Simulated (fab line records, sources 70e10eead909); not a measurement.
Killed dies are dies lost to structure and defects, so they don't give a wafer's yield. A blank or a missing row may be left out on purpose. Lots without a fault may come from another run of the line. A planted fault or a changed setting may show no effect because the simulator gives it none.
Chamber matching | flow nand_harc | NHARC_A_CONTACT_ETCH_48 on rie_diel-03: 4 sister chambers
The step etches the open film in CF4, target depth 39 nm, time 65 s. 33 wafers are shown with their chamber, then 12 later ones without.

WAFERS WITH THEIR CHAMBER
wafer  | chamber | showerhead_plenum_p_Torr (Torr) | drypump_motor_current_A (A) | rf_vpp_V (V)
L078.3 | 1       | 1.88                            | 5.4                         | 153.9
L078.5 | 1       | 1.88                            | 5.4                         | 153.1
L078.6 | 0       | 1.72                            | 5.8                         | 150.7
L075.4 | 2       | 1.78                            | 5.8                         | 151.6
L075.5 | 2       | 1.78                            | 5.8                         | 151.6
L075.6 | 3       | 1.69                            | 6.5                         | 150.0
L079.1 | 2       | 1.78                            | 5.8                         | 150.6
L079.2 | 3       | 1.69                            | 6.5                         | 149.4
L079.5 | 1       | 1.88                            | 5.4                         | 152.0
L082.3 | 2       | 1.78                            | 5.8                         | 152.2
L082.4 | 3       | 1.69                            | 6.5                         | 150.0
L082.5 | 0       | 1.72                            | 5.9                         | 149.7
L080.1 | 3       | 1.69                            | 6.5                         | 150.0
L080.2 | 2       | 1.78                            | 5.8                         | 149.6
L080.3 | 1       | 1.88                            | 5.4                         | 152.1
L085.1 | 3       | 1.69                            | 6.5                         | 151.4
L085.2 | 0       | 1.72                            | 5.8                         | 150.4
L085.3 | 1       | 1.88                            | 5.4                         | 152.3
L086.1 | 2       | 1.78                            | 5.8                         | 152.2
L086.2 | 0       | 1.72                            | 5.8                         | 149.2
L086.6 | 0       | 1.72                            | 5.8                         | 148.9
L088.1 | 3       | 1.68                            | 6.5                         | 150.3
L088.3 | 2       | 1.77                            | 5.9                         | 151.0
L088.5 | 3       | 1.68                            | 6.5                         | 150.7
L090.2 | 3       | 1.68                            | 6.5                         | 150.5
L090.3 | 1       | 1.88                            | 5.4                         | 154.2
L090.6 | 2       | 1.77                            | 5.8                         | 151.6
L094.2 | 2       | 1.77                            | 5.8                         | 153.1
L094.3 | 0       | 1.72                            | 5.9                         | 149.4
L094.5 | 0       | 1.72                            | 5.9                         | 151.0
L091.2 | 1       | 1.88                            | 5.4                         | 152.8
L091.3 | 2       | 1.77                            | 5.8                         | 150.3
L091.5 | 1       | 1.88                            | 5.4                         | 153.5

SIGNATURES (means of the wafers above)
reading                  | chamber 0 | chamber 1 | chamber 2 | chamber 3 | scatter within a chamber
showerhead_plenum_p_Torr | 1.7200    | 1.8800    | 1.7760    | 1.6863    | 0.00384
drypump_motor_current_A  | 5.843     | 5.400     | 5.810     | 6.500     | 0.03
rf_vpp_V                 | 149.900   | 152.988   | 151.380   | 150.287   | 0.846
Rule: a wafer's distance from a chamber is the root of the sum, over the readings, of the square of ((its reading less the chamber's mean) divided by the reading's scatter). The wafer belongs to the nearest chamber; if the next one is less than 2 further off, it can't be placed. The scatter: the root of (the sum of the squares of (reading less its chamber's mean) over the shown wafers, divided by (wafers less chambers)).

WAFERS WITHOUT THEIR CHAMBER
wafer  | showerhead_plenum_p_Torr (Torr) | drypump_motor_current_A (A) | rf_vpp_V (V)
L092.3 | 1.88                            | 5.4                         | 152.6
L092.5 | 1.88                            | 5.4                         | 152.4
L092.6 | 1.72                            | 5.8                         | 150.3
L097.1 | 1.77                            | 5.8                         | 151.9
L097.5 | 1.87                            | 5.4                         | 151.3
L097.6 | 1.72                            | 5.8                         | 151.1
L095.1 | 1.87                            | 5.4                         | 151.9
L095.3 | 1.68                            | 6.5                         | 150.5
L095.5 | 1.68                            | 6.5                         | 151.4
L096.3 | 1.68                            | 6.5                         | 151.3
L096.5 | 1.77                            | 5.8                         | 150.8
L096.6 | 1.87                            | 5.4                         | 152.3

WHICH CHAMBER EACH WENT THROUGH
wafer  | from the rows above | in truth
L092.3 | 1                   | 1
L092.5 | 1                   | 1
L092.6 | 0                   | 0
L097.1 | 2                   | 2
L097.5 | 1                   | 1
L097.6 | 0                   | 0
L095.1 | 1                   | 1
L095.3 | 3                   | 3
L095.5 | 3                   | 3
L096.3 | 3                   | 3
L096.5 | 2                   | 2
L096.6 | 1                   | 1
Placed correctly: 12 of 12. Can't be placed from these rows: 0. Placed wrongly: 0.
